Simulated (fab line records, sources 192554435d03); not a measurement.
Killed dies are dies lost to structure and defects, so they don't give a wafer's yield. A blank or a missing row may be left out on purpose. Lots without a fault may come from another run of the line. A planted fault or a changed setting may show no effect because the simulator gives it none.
Chamber matching | flow n5_finfet | N5_BEOL_M5_CURE_79 on uv_cure-03: 3 sister chambers
The step cures SiCOH lowk, time 240 s. 20 wafers are shown with their chamber, then 10 later ones without.

WAFERS WITH THEIR CHAMBER
wafer  | chamber | wafer_temp_C_max | lamp_power_pct (%)
L074.1 | 2       | 386.5            | 52.35
L074.4 | 2       | 387.0            | 52.28
L074.5 | 2       | 385.9            | 52.33
L076.2 | 2       | 386.6            | 52.28
L076.3 | 2       | 386.9            | 52.24
L076.4 | 2       | 387.3            | 52.34
L079.1 | 2       | 386.8            | 52.33
L079.3 | 2       | 386.5            | 52.30
L079.6 | 2       | 387.4            | 52.36
L079.2 | 2       | 386.9            | 52.29
L079.4 | 2       | 386.9            | 52.26
L079.5 | 2       | 386.6            | 52.41
L080.3 | 0       | 385.9            | 52.36
L080.4 | 0       | 386.2            | 52.35
L080.5 | 0       | 386.4            | 52.34
L086.1 | 1       | 386.0            | 52.32
L086.3 | 1       | 385.6            | 52.32
L086.5 | 1       | 386.1            | 52.42
L086.2 | 1       | 386.3            | 52.37
L086.4 | 1       | 386.0            | 52.33

SIGNATURES (means of the wafers above)
reading          | chamber 0 | chamber 1 | chamber 2 | scatter within a chamber
wafer_temp_C_max | 386.167   | 386.000   | 386.775   | 0.354
lamp_power_pct   | 52.3500   | 52.3520   | 52.3142   | 0.044
Rule: a wafer's distance from a chamber is the root of the sum, over the readings, of the square of ((its reading less the chamber's mean) divided by the reading's scatter). The wafer belongs to the nearest chamber; if the next one is less than 2 further off, it can't be placed. The scatter: the root of (the sum of the squares of (reading less its chamber's mean) over the shown wafers, divided by (wafers less chambers)).

WAFERS WITHOUT THEIR CHAMBER
wafer  | wafer_temp_C_max | lamp_power_pct (%)
L086.6 | 386.7            | 52.25
L090.2 | 385.9            | 52.29
L090.3 | 386.4            | 52.38
L090.5 | 385.8            | 52.34
L093.3 | 386.4            | 52.33
L093.4 | 386.5            | 52.23
L093.6 | 386.8            | 52.33
L096.2 | 386.5            | 52.29
L096.4 | 386.4            | 52.32
L096.6 | 386.0            | 52.35

WHICH CHAMBER EACH WENT THROUGH
wafer  | from the rows above          | in truth
L086.6 | can't be placed: 2 or 0 or 1 | 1
L090.2 | can't be placed: 1 or 0 or 2 | 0
L090.3 | can't be placed: 0 or 1 or 2 | 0
L090.5 | can't be placed: 1 or 0      | 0
L093.3 | can't be placed: 0 or 2 or 1 | 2
L093.4 | can't be placed: 2 or 0 or 1 | 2
L093.6 | can't be placed: 2 or 0 or 1 | 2
L096.2 | can't be placed: 2 or 0 or 1 | 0
L096.4 | can't be placed: 0 or 2 or 1 | 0
L096.6 | can't be placed: 1 or 0      | 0
Placed correctly: 0 of 10. Can't be placed from these rows: 10 (the true chamber is among the candidates in 10). Placed wrongly: 0.
